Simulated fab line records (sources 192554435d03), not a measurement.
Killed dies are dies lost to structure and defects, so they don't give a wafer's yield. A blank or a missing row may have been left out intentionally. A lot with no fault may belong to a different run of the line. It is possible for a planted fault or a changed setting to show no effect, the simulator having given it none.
fab line records | flow n5-finfet
[record] lots = 5 | wafers = 15 | last-day = 19
route steps=1938 shown BEOL_M4@1099 BEOL_M5@1112 BEOL_M8@1392 PASSIVATION@1936
lots that met no fault: from a run of the same line without faults
start-h: start of the lot's first displayed wafer, in hours after the record's first day | wait-h: how many hours have passed since the lot's step before this one | " unchanged from the row above | L1.1+2: several wafers, shown together as one row | - either no value or no given start | * or withheld: withheld | < > ~ a bound
route shown NAME@n: names a module that has steps shown in the file, with the first one's number in the route | usual: average and standard deviation across the fault-free wafers | same: alike in all rows | chamber/n: place in a boat | sites: readings site by site | _std_site: their standard deviation | _edge_site: inner sites' mean taken away from outer sites' mean | radius-mm: how far each site lies from the wafer's centre | mask NAME#n: copy n | behind: the tool/chamber that last shaped the wafer | hold: reason for holding the lot/hours on hold/outcome of the hold | device: the transistor (n, p or np) that didn't switch | end of line: tests of these same wafers at the route's end | step lacking rows: just its recipe | killed: count of dies lost to structure and defects at first sort (not the wafer's yield) | map: the dies of a wafer, with x for killed, . for not killed, _ for no die there
set.NAME: the setting that was run; set.NAME@STEP: the one run at that earlier step | model.NAME: the simulator's own value behind a step, which no gauge read
lots at selected steps of the route; one table per step, one row per wafer
services: from which hour (start-h, from the record's first day; less than 0 if before it) a tool's chamber was out of use, for how many hours, and why
[[steps]]
[step N5_BEOL_M4_ANNEAL_95]
[recipe] temp-c = 400 | time-s = 240 | ambient = vacuum
[step N5_BEOL_M4_SPUTTER_96]
[recipe] material = Cu | target-thk-a = 45 | temp-c = -20 | chamber-pressure-pa = 0.07 | power-w = withheld | time-s = 8.29
[step N5_BEOL_M4_ECD_50]
[recipe] material = Cu | target-thk-a = 3000
[step N5_BEOL_M4_ANNEAL_51]
[recipe] temp-c = 225 | time-s = 90 | ambient = N2
[step N5_BEOL_M4_CMP_52]
[recipe] stop-on = SiOC | t-overpolish-s = 6.8 | down-force-psi = 1 | platen-rpm = 50 | clearing-platen-down-force-psi = 1.5 | clearing-platen-rpm = 50 | post-cmp-clean = cu-alkaline | target-thk-nm = 40 | clearing-platen-pad-velocity-m-s = 0.99484 | pad-velocity-m-s = 0.99484
[step N5_BEOL_M4_PRE_CLEAN_60]
[recipe] gas = NH3/H2 | time-s = 15 | temp-c = * | rf-power-w = 300
[step N5_BEOL_M4_CO_CAP_55]
[recipe] material = Co | target-thk-a = 20 | temp-c = 200 | precursor = CCTBA/H2 | pressure-torr = 30 | time-s = 102.1
[step N5_BEOL_M4_PRE_CLEAN_56]
[recipe] gas = NH3 | time-s = 15 | temp-c = withheld | rf-power-w = 300
[step N5_BEOL_M4_DEP_57]
[recipe] material = SiCN | target-thk-a = 80 | temp-c = withheld | precursor = 3MS/NH3 | pressure-torr = 3 | rf-w = 202 | time-s = 14
[step N5_BEOL_M4_RC_MEAS_101]
[usual] DIBL_N = 36.0/1.3 | DIBL_P = 36.2/1.7 | IOFF_N = 0.155/0.024 | IOFF_P = 0.21/0.034 | ION_N = 674/9 | ION_P = 463/7.1 | SS_N = 71.4/0.5 | SS_P = 73.4/0.57 | VT_N = 250.0/2.8 | VT_P = -251/3.2
lot.wafer | tool      | chamber | start-h | wait-h | DIBL_N[mV/V] | DIBL_P[mV/V] | IOFF_N[nA/um] | IOFF_P[nA/um] | ION_N[uA/um] | ION_P[uA/um] | SS_N[mV/dec] | SS_P[mV/dec] | VT_N[mV] | VT_P[mV]
L824.1    | prober-01 | 0       | 210.79  | 0.0    | 36.7         | 36.9         | 0.152         | 0.21          | 668          | 462          | 71.1         | 73.7         | 251.2    | -252
L824.2    | "         | 0       | "       | "      | 36.1         | 36.2         | 0.143         | 0.20          | 675          | 464          | 70.9         | 73.5         | 251.1    | -254
L824.6    | "         | 0       | "       | "      | 35.3         | 34.5         | 0.120         | 0.17          | 660          | 459          | 70.6         | 73.1         | 253.2    | -255
L838.1    | prober-01 | 0       | 310.16  | 0.0    | 34.3         | 36.1         | 0.153         | 0.20          | 672          | 463          | 71.5         | 74.0         | 248.5    | -250
L838.2    | "         | 0       | "       | "      | 34.4         | 35.9         | 0.145         | 0.20          | 672          | 459          | 70.9         | 74.2         | 250.7    | -252
L838.4    | "         | 0       | "       | "      | 34.9         | 35.6         | 0.149         | 0.20          | 669          | 462          | 71.4         | 74.6         | 247.2    | -250
L839.1    | prober-02 | 0       | 311.79  | 0.0    | 36.7         | 35.0         | 0.160         | 0.23          | 675          | 472          | 71.5         | 72.8         | 249.3    | -244
L839.3    | "         | 0       | "       | "      | 37.4         | 36.1         | 0.168         | 0.27          | 673          | 472          | 71.9         | 73.6         | 245.3    | -244
L839.6    | "         | 0       | "       | "      | 36.5         | 34.8         | 0.149         | 0.23          | 674          | 468          | 71.8         | 72.9         | 249.9    | -248
L837.1    | prober-01 | 0       | 314.91  | 0.0    | 37.1         | 38.4         | 0.193         | 0.27          | 678          | 475          | 71.6         | 73.7         | 247.1    | -246
L837.2    | "         | 0       | "       | "      | 35.7         | 36.5         | 0.167         | 0.25          | 684          | 475          | 71.8         | 73.3         | 246.7    | -246
L837.5    | "         | 0       | "       | "      | 35.7         | 36.7         | 0.166         | 0.24          | 673          | 468          | 71.3         | 73.4         | 247.9    | -245
L847.3    | prober-01 | 0       | 348.02  | 0.3    | 35.3         | 35.0         | 0.135         | 0.21          | 675          | 470          | 70.8         | 72.2         | 251.2    | -252
L847.4    | "         | 0       | "       | "      | 35.2         | 34.5         | 0.135         | 0.20          | 677          | 464          | 70.9         | 72.2         | 252.7    | -250
L847.5    | "         | 0       | "       | "      | 34.9         | 35.5         | 0.131         | 0.20          | 667          | 467          | 70.8         | 72.6         | 253.3    | -247
[step N5_BEOL_M5_ILD_DEP_00]
[recipe] material = SiCOH_lowk | target-thk-a = 1406.4 | temp-c = 300 | precursor = DEMS/porogen | pressure-torr = 5 | rf-w = 500 | time-s = 25.9
[step N5_BEOL_M5_CURE_79]
[recipe] temp-c = 385 | time-s = 240 | ambient = He/Ar | material = SiCOH_lowk
[step N5_BEOL_M5_PECVD_70]
[recipe] material = SiO2 | target-thk-a = 160 | temp-c = 400 | precursor = TEOS/O2 | pressure-torr = 5.5 | rf-w = 450 | teos-flow-sccm = 53.8 | gas = O2 | flow-sccm = 3000 | time-s = 18
[step N5_BEOL_M5_HM_DEP_02]
[recipe] material = TiN | target-thk-a = 200 | temp-c = 25 | chamber-pressure-pa = 0.49996
[step N5_BEOL_M5_COAT_59]
[recipe] resist = SOC | temp-c = 250 | time-s = 60 | spin-rpm = 1500 | resist-thk-nm = 60
[step N5_BEOL_M5_COAT_60]
[recipe] resist = SiARC | temp-c = 220 | time-s = 60 | spin-rpm = 1500 | resist-thk-nm = 12
[step N5_BEOL_M5_COAT_71]
[recipe] resist = underlayer | temp-c = 205 | time-s = 60 | spin-rpm = 1500 | resist-thk-nm = 5
[step N5_BEOL_M5_COAT_05]
[recipe] resist = CAR-EUV | spin-rpm = 1500 | resist-thk-nm = 30
[step N5_BEOL_M5_EBR_07]
[recipe] solvent = PGMEA | ebr-width-mm = 1.5
[step N5_BEOL_M5_SOFTBAKE_06]
[recipe] temp-c = 110 | time-s = 60 | resist = CAR-EUV
[step N5_BEOL_M5_EXPOSE_08]
[recipe] mask-id = M5 | na = 0.33 | source-shape = annular | sigma-inner = 0.4 | sigma-outer = 0.8 | polarization = unpolarized | target-cd-nm = 28 | dose-mj = 35.75
[step N5_BEOL_M5_PEB_09]
[recipe] peb-temp-c = 100 | peb-time-s = 60 | resist = CAR-EUV
[step N5_BEOL_M5_DEVELOP_10]
[recipe] develop-time-s = 30 | developer = TMAH | resist = CAR-EUV | rinse-liquid = surfactant-rinse | dry = air-spin | dev-temp-c = 23
[step N5_BEOL_M5_DESCUM_16]
[recipe] chemistry = O2 | time-s = 7 | source-power-w = 50 | bias-power-w = 20 | pressure-mtorr = 20 | rf-frequency-hz = 2.712e+07 | temp-c = 40 | resist = CAR-EUV | o2-flow-sccm = 225
[step N5_BEOL_M5_ETCH_72]
[recipe] chemistry = N2/H2 | target = underlayer | target-depth-a = 65 | mask-material = CAR-EUV | time-s = 5.2 | ion-energy-ev = 200 | pressure-mtorr = 30 | source-w = 840 | bias-w = 150 | n2-flow-sccm = 200 | h2-flow-sccm = 200 | ends = cleared
[step N5_BEOL_M5_ETCH_61]
[recipe] chemistry = CF4 | target = SiARC | target-depth-a = 156 | mask-material = CAR-EUV | time-s = 26 | ion-energy-ev = 80 | pressure-mtorr = 40 | source-w = 545 | bias-w = 36 | Ar_flow_sccm = 100 | cf4-flow-sccm = 100 | ends = cleared
[step N5_BEOL_M5_ETCH_62]
[recipe] chemistry = N2/H2 | target = SOC | target-depth-a = 750 | overetch-a = 150 | mask-material = SiARC | temp-c = 40 | time-s = 112.5 | ion-energy-ev = 200 | pressure-mtorr = 30 | source-w = 840 | bias-w = 150 | n2-flow-sccm = 200 | h2-flow-sccm = 200
[step N5_BEOL_M5_STRIP_63]
[recipe] chemistry = N2/H2 | temp-c = 40 | n2-flow-sccm = 200 | h2-flow-sccm = 200 | rf-frequency-hz = 6e+07
[step N5_BEOL_M5_STRIP_73]
[recipe] chemistry = N2/H2 | temp-c = 40 | n2-flow-sccm = 200 | h2-flow-sccm = 200 | rf-frequency-hz = 6e+07
[step N5_BEOL_M5_STRIP_64]
[recipe] chemistry = CF4 | resist = SiARC | power-w = 300 | bias-power-w = 75 | pressure-mtorr = 50 | cf4-flow-sccm = 150 | rf-frequency-hz = 6e+07
[step N5_BEOL_M5_HM_OPEN_17]
[recipe] chemistry = Cl2/BCl3 | target-depth-a = 200 | overetch-a = 60 | target = TiN | mask-material = SOC | ion-energy-ev = 150 | pressure-mtorr = 10 | icp-w = 1000 | bias-w = 126 | Cl2_flow_sccm = 53.25 | bcl3-flow-sccm = 21.75 | Ar_flow_sccm = 25
[step N5_BEOL_M5_STRIP_19]
[recipe] chemistry = O2 | power-w = 400 | temp-c = 40 | pressure-mtorr = 30 | rf-frequency-hz = 6e+07 | bias-power-w = 0 | overash-fraction = 0.2 | o2-flow-sccm = 225
[step N5_BEOL_M5_COAT_65]
[recipe] resist = SOC | temp-c = 250 | time-s = 60 | spin-rpm = 1500 | resist-thk-nm = 60
[step N5_BEOL_M5_COAT_66]
[recipe] resist = SiARC | temp-c = 220 | time-s = 60 | spin-rpm = 1500 | resist-thk-nm = 12
[step N5_BEOL_M8_SPUTTER_48]
[recipe] material = Cu | target-thk-a = 100 | temp-c = -20 | bias-v = 60 | power-w = 26000 | chamber-pressure-pa = 0.13 | time-s = 1.667
[usual] bias-v = 60.0/0.56 | cathode-dc-power-W = 26000/4.8 | throttle-valve-pct = 29.9/0.98
lot.wafer | tool           | chamber | start-h | wait-h | bias-v | cathode-dc-power-W | throttle-valve-pct
L824.1    | pvd-sputter-01 | -       | 243.98  | 0.1    | 60.4   | 26002              | 30.3
L824.2    | "              | -       | "       | "      | 60.0   | 25999              | 28.6
L824.6    | "              | -       | "       | "      | 60.3   | 26005              | 29.7
L838.1    | pvd-sputter-01 | -       | 346.71  | 1.5    | -      | -                  | -
L838.2    | "              | -       | "       | "      | -      | -                  | -
L838.4    | "              | -       | "       | "      | -      | -                  | -
L837.1    | pvd-sputter-03 | -       | 351.25  | 0.1    | -      | -                  | -
L837.2    | "              | -       | "       | "      | -      | -                  | -
L837.5    | "              | -       | "       | "      | -      | -                  | -
L839.1    | pvd-sputter-01 | -       | 351.54  | 0.1    | -      | -                  | -
L839.3    | "              | -       | "       | "      | -      | -                  | -
L839.6    | "              | -       | "       | "      | -      | -                  | -
L847.3    | pvd-sputter-03 | -       | 392.05  | 0.1    | 60.8   | 25999              | 31.4
L847.4    | "              | -       | "       | "      | 60.5   | 26003              | 29.5
L847.5    | "              | -       | "       | "      | 60.3   | 26006              | 31.1
[step N5_BEOL_M8_CMP_52]
[recipe] stop-on = SiCOH_lowk | t-overpolish-s = 6.9 | down-force-psi = 1 | platen-rpm = 50 | clearing-platen-down-force-psi = 1.5 | clearing-platen-rpm = 50 | post-cmp-clean = cu-alkaline | target-thk-nm = 80 | clearing-platen-pad-velocity-m-s = 0.99484 | pad-velocity-m-s = 0.99484
[usual] edge-zone-pressure-frac = 1.000/0.0046 | motor-current-A = 6.3/0.78 | pad-life-wafers = 971/420 | slurry-flow-ml-min = 149.9/0.45 | time-to-endpoint-s = 61.6/3
lot.wafer | tool   | chamber | start-h | wait-h | edge-zone-pressure-frac | motor-current-A | pad-life-wafers | slurry-flow-ml-min | time-to-endpoint-s
L824.2    | cmp-02 | 1       | 245.35  | 0.2    | 1.007                   | 5.1             | 499             | 150.4              | 67.2
L824.1    | "      | 3       | "       | "      | 1.005                   | 5.1             | 501             | 149.9              | 64.9
L824.6    | "      | 1       | "       | "      | 1.010                   | 5.2             | -               | 149.5              | 70.7
L838.4    | cmp-02 | 0       | 347.33  | 0.1    | 1.005                   | 7.4             | 1344            | 150.0              | 0.1
L838.1    | "      | 1       | "       | "      | 0.986                   | 4.8             | 1345            | 150.7              | 0.0
L838.2    | "      | 2       | "       | "      | 0.991                   | 7.4             | 1346            | 150.2              | 0.0
L837.2    | cmp-03 | 1       | 351.81  | 0.3    | 0.995                   | 6.4             | 937             | 150.0              | 0.0
L837.1    | "      | 3       | "       | "      | 1.000                   | 6.7             | 939             | 149.9              | 0.0
L837.5    | "      | 1       | "       | "      | 0.991                   | 6.5             | -               | 149.7              | 0.0
L839.3    | cmp-04 | 0       | 352.31  | 0.3    | 0.994                   | 6.7             | 840             | 151.0              | 0.0
L839.1    | "      | 3       | "       | "      | 1.000                   | 5.9             | 843             | 149.6              | 0.0
L839.6    | "      | 1       | "       | "      | 1.001                   | 6.3             | -               | 150.0              | 0.0
L847.4    | cmp-02 | 1       | 392.59  | 0.2    | 0.995                   | 5.0             | 1699            | 149.4              | 64.8
L847.3    | "      | 3       | "       | "      | 1.004                   | 5.4             | 1701            | 149.9              | 61.8
L847.5    | "      | 0       | "       | "      | 0.996                   | 7.7             | -               | 150.2              | 62.5
[step N5_PASSIVATION_PROBE_49]
[usual] defect-limited-yield = 90.8/1.7 | killed_at_M0_to_M3 = 37/12 | killed_at_M4_up = 15/5.6 | killed-at-contacts = 13/6.9 | killed-at-front-end = 40/11 | killed-at-other = 4/3.2 | killed-dies = 109/20 | killed-on-rim = 14/4.3 | killed-open = 73/15 | killed-short = 35/8.3 | sort_bin_5_function = 5.4/1.1 | sort_bin_6_memory = 3.5/0.73 | sort-n-pass = 1071/20 | sort-yield-pct = 90.8/1.7
[same] gross-dies = 1180 | killed-at-back-side = 0 | sort_bin_4_leakage[%] = 0 | sort_bin_8_speed[%] = 0
lot.wafer | tool      | chamber | start-h | wait-h | defect-limited-yield[%] | killed_at_M0_to_M3 | killed_at_M4_up | killed-at-contacts | killed-at-front-end | killed-at-other | killed-dies | killed-on-rim | killed-open | killed-short | sort_bin_5_function[%] | sort_bin_6_memory[%] | sort-n-pass | sort-yield-pct[%]
L838.1    | prober-01 | -       | 411.84  | 0.0    | 0                       | 39                 | 1090            | 9                  | 37                  | 5               | 1180        | 152           | 62          | 42           | 95.3                   | 4.1                  | 0           | 0
L838.2    | prober-01 | -       | 411.89  | 0.1    | 0                       | 34                 | 1097            | 4                  | 43                  | 2               | 1180        | 152           | 52          | 42           | 96.4                   | 3.1                  | 0           | 0
L838.4    | prober-01 | -       | 411.99  | 0.2    | 0                       | 30                 | 1107            | 4                  | 37                  | 2               | 1180        | 152           | 53          | 29           | 96.8                   | 2.9                  | 0           | 0
L839.1    | prober-02 | -       | 424.87  | 0.0    | 0                       | 21                 | 1095            | 7                  | 55                  | 2               | 1180        | 152           | 68          | 29           | 97.2                   | 2.5                  | 0           | 0
L839.3    | prober-02 | -       | 424.97  | 0.1    | 0                       | 32                 | 1098            | 11                 | 34                  | 5               | 1180        | 152           | 69          | 35           | 97.1                   | 2.5                  | 0           | 0
L839.6    | prober-02 | -       | 425.12  | 0.3    | 0                       | 32                 | 1099            | 4                  | 44                  | 1               | 1180        | 152           | 59          | 34           | 96.6                   | 2.8                  | 0           | 0
L837.1    | prober-02 | -       | 426.85  | 0.0    | 0                       | 34                 | 1084            | 25                 | 37                  | 0               | 1180        | 152           | 72          | 31           | 96.4                   | 3.5                  | 0           | 0
L837.2    | prober-02 | -       | 426.90  | 0.1    | 0                       | 37                 | 1085            | 13                 | 44                  | 1               | 1180        | 152           | 65          | 41           | 96.3                   | 3.5                  | 0           | 0
L837.5    | prober-02 | -       | 427.05  | 0.2    | 0                       | 36                 | 1077            | 29                 | 38                  | 0               | 1180        | 152           | 95          | 24           | 96.0                   | 3.6                  | 0           | 0
// killed by level:class
L838.1 BEOL_M8:area-sputter=567 BEOL_M8:area-ecd=509 FIN_SAQP:geometric-particle:short=12 BEOL_M1:geometric-particle:short=8 FIN_SAQP:geometric-particle:open=7 MOL_CONTACT_COAG:geometric-particle:open=7 BEOL_M1:geometric-particle:open=7 BEOL_M3:geometric-particle:open=7
L838.2 BEOL_M8:area-sputter=561 BEOL_M8:area-ecd=525 FIN_SAQP:geometric-particle:short=13 FIN_SAQP:geometric-particle:open=9 BEOL_M2:geometric-particle:open=9 STI_FIN_REVEAL:geometric-particle:open=6 BEOL_M0_SAQP:geometric-particle:open=5 BEOL_M2:geometric-particle:short=5
L838.4 BEOL_M8:area-sputter=562 BEOL_M8:area-ecd=536 FIN_SAQP:geometric-particle:short=8 GATE_CUT:geometric-particle:short=7 BEOL_M1:geometric-particle:open=7 BEOL_M0_SAQP:geometric-particle:open=6 FIN_SAQP:geometric-particle:open=5 BEOL_M3:geometric-particle:open=5
L839.1 BEOL_M8:area-ecd=548 BEOL_M8:area-sputter=534 STI_FIN_REVEAL:geometric-particle:open=24 MOL_CONTACT_COAG:geometric-particle:open=7 BEOL_M4:geometric-particle:open=7 GATE_CUT:geometric-particle:open=6 FIN_SAQP:geometric-particle:short=5 STI_FIN_REVEAL:geometric-particle:short=4
L839.3 BEOL_M8:area-sputter=546 BEOL_M8:area-ecd=526 BEOL_M4:geometric-particle:open=13 MOL_CONTACT_COAG:geometric-particle:open=10 BEOL_M0_SAQP:geometric-particle:open=8 BEOL_M3:geometric-particle:open=7 BEOL_M4:geometric-particle:short=7 BEOL_M0_SAQP:geometric-particle:short=6
L839.6 BEOL_M8:area-sputter=584 BEOL_M8:area-ecd=502 STI_FIN_REVEAL:geometric-particle:open=15 BEOL_M0_SAQP:geometric-particle:short=8 BEOL_M0_SAQP:geometric-particle:open=8 BEOL_M1:geometric-particle:open=7 BEOL_M2:geometric-particle:open=6 FIN_SAQP:geometric-particle:open=5
L837.1 BEOL_M8:area-ecd=567 BEOL_M8:area-sputter=506 MOL_CONTACT_COAG:geometric-particle:open=22 BEOL_M0_SAQP:geometric-particle:open=8 BEOL_M2:geometric-particle:open=7 BEOL_M0_SAQP:geometric-particle:short=7 BEOL_M1:geometric-particle:open=7 FIN_SAQP:geometric-particle:short=6
L837.2 BEOL_M8:area-sputter=538 BEOL_M8:area-ecd=534 FIN_SAQP:geometric-particle:short=15 BEOL_M2:geometric-particle:open=14 STI_FIN_REVEAL:geometric-particle:open=10 MOL_CONTACT_COAG:geometric-particle:open=10 BEOL_M0_SAQP:geometric-particle:short=8 BEOL_M0_SAQP:geometric-particle:open=8
L837.5 BEOL_M8:area-ecd=545 BEOL_M8:area-sputter=514 MOL_CONTACT_COAG:geometric-particle:open=25 BEOL_M2:geometric-particle:open=12 STI_FIN_REVEAL:geometric-particle:open=10 BEOL_M0_SAQP:geometric-particle:open=7 GATE_CUT:geometric-particle:short=6 BEOL_M1:geometric-particle:open=6
// map L837.1 (x killed, . not)
_________________xxxxxxxxxxxx________________
______________xxxxxxxxxxxxxxxxxx_____________
___________xxxxxxxxxxxxxxxxxxxxxxxx__________
__________xxxxxxxxxxxxxxxxxxxxxxxxxx_________
________xxxxxxxxxxxxxxxxxxxxxxxxxxxxxx_______
_______xxxxxxxxxxxxxxxxxxxxxxxxxxxxxxxx______
______xxxxxxxxxxxxxxxxxxxxxxxxxxxxxxxxxx_____
_____xxxxxxxxxxxxxxxxxxxxxxxxxxxxxxxxxxxx____
____xxxxxxxxxxxxxxxxxxxxxxxxxxxxxxxxxxxxxx___
___xxxxxxxxxxxxxxxxxxxxxxxxxxxxxxxxxxxxxxxx__
___xxxxxxxxxxxxxxxxxxxxxxxxxxxxxxxxxxxxxxxx__
__xxxxxxxxxxxxxxxxxxxxxxxxxxxxxxxxxxxxxxxxxx_
__xxxxxxxxxxxxxxxxxxxxxxxxxxxxxxxxxxxxxxxxxx_
_xxxxxxxxxxxxxxxxxxxxxxxxxxxxxxxxxxxxxxxxxxxx
_xxxxxxxxxxxxxxxxxxxxxxxxxxxxxxxxxxxxxxxxxxxx
_xxxxxxxxxxxxxxxxxxxxxxxxxxxxxxxxxxxxxxxxxxxx
_xxxxxxxxxxxxxxxxxxxxxxxxxxxxxxxxxxxxxxxxxxxx
_xxxxxxxxxxxxxxxxxxxxxxxxxxxxxxxxxxxxxxxxxxxx
_xxxxxxxxxxxxxxxxxxxxxxxxxxxxxxxxxxxxxxxxxxxx
_xxxxxxxxxxxxxxxxxxxxxxxxxxxxxxxxxxxxxxxxxxxx
_xxxxxxxxxxxxxxxxxxxxxxxxxxxxxxxxxxxxxxxxxxxx
__xxxxxxxxxxxxxxxxxxxxxxxxxxxxxxxxxxxxxxxxxx_
__xxxxxxxxxxxxxxxxxxxxxxxxxxxxxxxxxxxxxxxxxx_
___xxxxxxxxxxxxxxxxxxxxxxxxxxxxxxxxxxxxxxxx__
___xxxxxxxxxxxxxxxxxxxxxxxxxxxxxxxxxxxxxxxx__
____xxxxxxxxxxxxxxxxxxxxxxxxxxxxxxxxxxxxxx___
_____xxxxxxxxxxxxxxxxxxxxxxxxxxxxxxxxxxxx____
______xxxxxxxxxxxxxxxxxxxxxxxxxxxxxxxxxx_____
_______xxxxxxxxxxxxxxxxxxxxxxxxxxxxxxxx______
________xxxxxxxxxxxxxxxxxxxxxxxxxxxxxx_______
__________xxxxxxxxxxxxxxxxxxxxxxxxxx_________
___________xxxxxxxxxxxxxxxxxxxxxxxx__________
______________xxxxxxxxxxxxxxxxxx_____________
_________________xxxxxxxxxxxx________________
// map L838.1 (x killed, . not)
_________________xxxxxxxxxxxx________________
______________xxxxxxxxxxxxxxxxxx_____________
___________xxxxxxxxxxxxxxxxxxxxxxxx__________
__________xxxxxxxxxxxxxxxxxxxxxxxxxx_________
________xxxxxxxxxxxxxxxxxxxxxxxxxxxxxx_______
_______xxxxxxxxxxxxxxxxxxxxxxxxxxxxxxxx______
______xxxxxxxxxxxxxxxxxxxxxxxxxxxxxxxxxx_____
_____xxxxxxxxxxxxxxxxxxxxxxxxxxxxxxxxxxxx____
____xxxxxxxxxxxxxxxxxxxxxxxxxxxxxxxxxxxxxx___
___xxxxxxxxxxxxxxxxxxxxxxxxxxxxxxxxxxxxxxxx__
___xxxxxxxxxxxxxxxxxxxxxxxxxxxxxxxxxxxxxxxx__
__xxxxxxxxxxxxxxxxxxxxxxxxxxxxxxxxxxxxxxxxxx_
__xxxxxxxxxxxxxxxxxxxxxxxxxxxxxxxxxxxxxxxxxx_
_xxxxxxxxxxxxxxxxxxxxxxxxxxxxxxxxxxxxxxxxxxxx
_xxxxxxxxxxxxxxxxxxxxxxxxxxxxxxxxxxxxxxxxxxxx
_xxxxxxxxxxxxxxxxxxxxxxxxxxxxxxxxxxxxxxxxxxxx
_xxxxxxxxxxxxxxxxxxxxxxxxxxxxxxxxxxxxxxxxxxxx
_xxxxxxxxxxxxxxxxxxxxxxxxxxxxxxxxxxxxxxxxxxxx
_xxxxxxxxxxxxxxxxxxxxxxxxxxxxxxxxxxxxxxxxxxxx
_xxxxxxxxxxxxxxxxxxxxxxxxxxxxxxxxxxxxxxxxxxxx
_xxxxxxxxxxxxxxxxxxxxxxxxxxxxxxxxxxxxxxxxxxxx
__xxxxxxxxxxxxxxxxxxxxxxxxxxxxxxxxxxxxxxxxxx_
__xxxxxxxxxxxxxxxxxxxxxxxxxxxxxxxxxxxxxxxxxx_
___xxxxxxxxxxxxxxxxxxxxxxxxxxxxxxxxxxxxxxxx__
___xxxxxxxxxxxxxxxxxxxxxxxxxxxxxxxxxxxxxxxx__
____xxxxxxxxxxxxxxxxxxxxxxxxxxxxxxxxxxxxxx___
_____xxxxxxxxxxxxxxxxxxxxxxxxxxxxxxxxxxxx____
______xxxxxxxxxxxxxxxxxxxxxxxxxxxxxxxxxx_____
_______xxxxxxxxxxxxxxxxxxxxxxxxxxxxxxxx______
________xxxxxxxxxxxxxxxxxxxxxxxxxxxxxx_______
__________xxxxxxxxxxxxxxxxxxxxxxxxxx_________
___________xxxxxxxxxxxxxxxxxxxxxxxx__________
______________xxxxxxxxxxxxxxxxxx_____________
_________________xxxxxxxxxxxx________________
[[services]]
tool   | chamber | start-h | hours | kind
cmp-03 | -       | 230.10  | 4.0   | pm
cmp-03 | -       | 234.10  | -     | consumable-replace:conditioner
cmp-03 | -       | 234.10  | -     | consumable-replace:pad
cmp-03 | -       | 246.85  | 3.4   | repair
cmp-04 | -       | 247.41  | 4.0   | pm
cmp-04 | -       | 251.41  | -     | consumable-replace:conditioner
cmp-04 | -       | 251.41  | -     | consumable-replace:pad
cmp-03 | -       | 262.37  | 2.5   | repair
cmp-03 | -       | 312.21  | 3.3   | pm
cmp-03 | -       | 318.05  | 1.8   | repair
cmp-02 | -       | 319.57  | 0.9   | repair
cmp-04 | -       | 331.17  | 1.9   | repair
cmp-02 | -       | 343.07  | 2.4   | repair
cmp-02 | -       | 349.95  | 2.2   | repair
cmp-03 | -       | 362.08  | 1.0   | repair
cmp-03 | -       | 368.47  | 1.3   | repair
cmp-02 | -       | 375.92  | 0.5   | repair
[[key]]
[first-sign] step = N5_BEOL_M8_SPUTTER_48 | reading = tool-record | direction = missing
[effect] step = N5_BEOL_M8_CMP_52 | reading = time-to-endpoint-s | direction = down | sigmas = 21 | usual = * | struck = *
[effect] step = N5_PASSIVATION_PROBE_49 | reading = killed_at_M4_up | direction = up | sigmas = 99+ | usual = 15 | struck = 1092
[more-kills-born-at] N5_BEOL_M8_SPUTTER_48@pvd-sputter-01 = 3354 | N5_BEOL_M8_ECD_50@ecd-cu-01 = 3216 | N5_BEOL_M8_ECD_50@ecd-cu-02 = 1576
met-at N5_BEOL_M8_SPUTTER_48
struck-wafers L837.1,L837.2,L837.5,L838.1,L838.2,L838.4,L839.1,L839.3,L839.6
later-rows-left-out L837.1,L837.2,L837.5,L838.1,L838.2,L838.4,L839.1,L839.3,L839.6
onset-between 243.98 346.71
[fault] kind = skipped-step-whole | tool = pvd-sputter-01,pvd-sputter-03 | chamber = - | onset-h = 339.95 | steps = N5_BEOL_M8_SPUTTER_48 | scope = struck-lots-only
// later-rows-left-out: the simulator's readings of these wafers behind a module that went badly wrong aren't trusted and aren't shown, but for the sort
